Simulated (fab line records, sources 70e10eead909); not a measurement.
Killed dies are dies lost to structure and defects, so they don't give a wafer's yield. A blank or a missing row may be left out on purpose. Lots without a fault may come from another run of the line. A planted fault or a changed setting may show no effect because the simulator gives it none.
Tool commonality check | flow nand_harc | 9 lots, 27 wafers sampled

WHY IT WAS OPENED
At NHARC_END_SORT_01 the reading killed_at_array is flagged on 2 of 9 lots. Wafers without a fault read 29, standard deviation 13.
Rule: a lot is flagged when every wafer of it that has a number lies more than 4 standard deviations from that mean, or none has a number. The other lots count as sound.

lot  | measured     | on        | killed_at_array, wafer by wafer | flag
L211 | day 19 14:54 | prober-02 | 26 27 23                        |
L209 | day 19 16:29 | prober-01 | 22 20 24                        |
L213 | day 20 22:35 | prober-01 | 13 15 14                        |
L222 | day 23 01:42 | prober-01 | 670 670 671                     | FLAGGED
L223 | day 23 02:31 | prober-02 | 676 672 675                     | FLAGGED
L224 | day 23 20:14 | prober-01 | 18 26 25                        |
L226 | day 24 02:37 | prober-02 | 27 39 41                        |
L228 | day 24 12:30 | prober-02 | 64 50 50                        |
L227 | day 24 20:16 | prober-01 | 56 50 50                        |
The numbers of the flagged lots are 672 on average: +643 against the usual, or +49 standard deviations.

WHICH TOOL RAN EACH LOT
The record holds 4 process steps before the reading, out of a route of 1159 steps. In each cell: the tool, then ch and the chambers that the sampled wafers went through, then the start.
lot  | flag    | NHARC_A_CHANNEL_HOLE_D1_ETCH_39    | NHARC_A_CHANNEL_FILL_D1_ALD_15                 | NHARC_A_CHANNEL_FILL_D1_ETCHBACK_20 | NHARC_A_CHANNEL_FILL_D1_STRIP_28
L211 |         | rie_diel-05 ch 0,1,2, day 8 23:52  | ald_sin_batch-03 ch 0, day 10 06:43 or earlier | rie_diel-11 ch 1,2,3, day 10 06:43  | rie_diel-11 ch 0,1,2, day 10 06:48
L209 |         | rie_diel-06 ch 0,1, day 8 01:47    | ald_sin_batch-01 ch 0, day 9 13:05 or earlier  | rie_diel-11 ch 0,3, day 9 13:05     | rie_diel-11 ch 0,2,3, day 9 13:11
L213 |         | rie_diel-06 ch 1,2, day 9 14:47    | ald_sin_batch-03 ch 0, day 10 22:05 or earlier | rie_diel-04 ch 0,3, day 10 22:05    | rie_diel-04 ch 2,3, day 10 22:10
L222 | FLAGGED | rie_diel-05 ch 0,1,2, day 11 20:16 | no row                                         | no row                              | no row
L223 | FLAGGED | rie_diel-05 ch 2,3, day 12 02:25   | no row                                         | no row                              | no row
L224 |         | rie_diel-06 ch 2,3, day 12 11:07   | ald_sin_batch-01 ch 0, day 13 17:53 or earlier | rie_diel-11 ch 0,1,3, day 13 17:53  | rie_diel-11 ch 2,3, day 13 17:58
L226 |         | rie_diel-06 ch 0,2,3, day 12 19:04 | ald_sin_batch-01 ch 0, day 14 05:10 or earlier | rie_diel-04 ch 0,2,3, day 14 05:10  | rie_diel-04 ch 0,1,2, day 14 05:15
L228 |         | rie_diel-06 ch 0,1,3, day 13 10:27 | ald_sin_batch-01 ch 0, day 14 19:23 or earlier | rie_diel-04 ch 0,1,2, day 14 19:23  | rie_diel-04 ch 1,2,3, day 14 19:28
L227 |         | rie_diel-07 ch 0,2,3, day 12 19:20 | ald_sin_batch-01 ch 0, day 14 05:11 or earlier | rie_diel-10 ch 0,2,3, day 14 05:11  | rie_diel-10 ch 0,2,3, day 14 05:15
What these steps do:
- NHARC_A_CHANNEL_HOLE_D1_ETCH_39: etches the open film in N2/H2, target depth 260 nm, time 325 s.
- NHARC_A_CHANNEL_FILL_D1_ALD_15: deposits SiNx, target thk 2 nm, pulse time 60 s, ald cycles 19.
- NHARC_A_CHANNEL_FILL_D1_ETCHBACK_20: etches the open film in C4F8/O2/Ar, target depth 27 nm, time 13.5 s.
- NHARC_A_CHANNEL_FILL_D1_STRIP_28: strips in O2, time 20 s.
- NHARC_END_SORT_01

FLAGGED OVER TOTAL, TOOL BY TOOL (the gauges that took the reading come last)
step                                | tool             | lots run | flagged | share of the flagged lots | sound lots run after its first flagged lot
NHARC_A_CHANNEL_HOLE_D1_ETCH_39     | rie_diel-05      | 3        | 2       | all                       | 0
NHARC_A_CHANNEL_HOLE_D1_ETCH_39     | rie_diel-06      | 5        | 0       | none                      | -
NHARC_A_CHANNEL_HOLE_D1_ETCH_39     | rie_diel-07      | 1        | 0       | none                      | -
NHARC_A_CHANNEL_FILL_D1_ALD_15      | ald_sin_batch-01 | 5        | 0       | none                      | -
NHARC_A_CHANNEL_FILL_D1_ALD_15      | ald_sin_batch-03 | 2        | 0       | none                      | -
NHARC_A_CHANNEL_FILL_D1_ETCHBACK_20 | rie_diel-04      | 3        | 0       | none                      | -
NHARC_A_CHANNEL_FILL_D1_ETCHBACK_20 | rie_diel-10      | 1        | 0       | none                      | -
NHARC_A_CHANNEL_FILL_D1_ETCHBACK_20 | rie_diel-11      | 3        | 0       | none                      | -
NHARC_A_CHANNEL_FILL_D1_STRIP_28    | rie_diel-04      | 3        | 0       | none                      | -
NHARC_A_CHANNEL_FILL_D1_STRIP_28    | rie_diel-10      | 1        | 0       | none                      | -
NHARC_A_CHANNEL_FILL_D1_STRIP_28    | rie_diel-11      | 3        | 0       | none                      | -
NHARC_END_SORT_01                   | prober-01        | 5        | 1       | some                      | 2 (L224,L227)
NHARC_END_SORT_01                   | prober-02        | 4        | 1       | some                      | 2 (L226,L228)
NHARC_A_CHANNEL_FILL_D1_ALD_15 gives no start for some lots, so the hours and the order of its lots are those of NHARC_A_CHANNEL_FILL_D1_ETCHBACK_20.

WHAT THE TABLE ALLOWS
1 row of the table ran every flagged lot: rie_diel-05 at NHARC_A_CHANNEL_HOLE_D1_ETCH_39.
- rie_diel-05 at NHARC_A_CHANNEL_HOLE_D1_ETCH_39: 2 of its 3 lots flagged. Its last sound lot is L211 (day 8 23:52), its first flagged lot L222 (day 11 20:16): a fault that began between those two fits. Its own readings lie more than 4 standard deviations out on every wafer of the flagged lots: run_length_s.
One tool is left: rie_diel-05 at NHARC_A_CHANNEL_HOLE_D1_ETCH_39.

WHAT THE SIMULATOR HAD PUT IN
Process parameter drift: rie_diel-05, from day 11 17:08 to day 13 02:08, at NHARC_A_CHANNEL_HOLE_D1_ETCH_39. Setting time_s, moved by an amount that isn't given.
Lots struck among those shown: L222, L223. The rule above found the same.
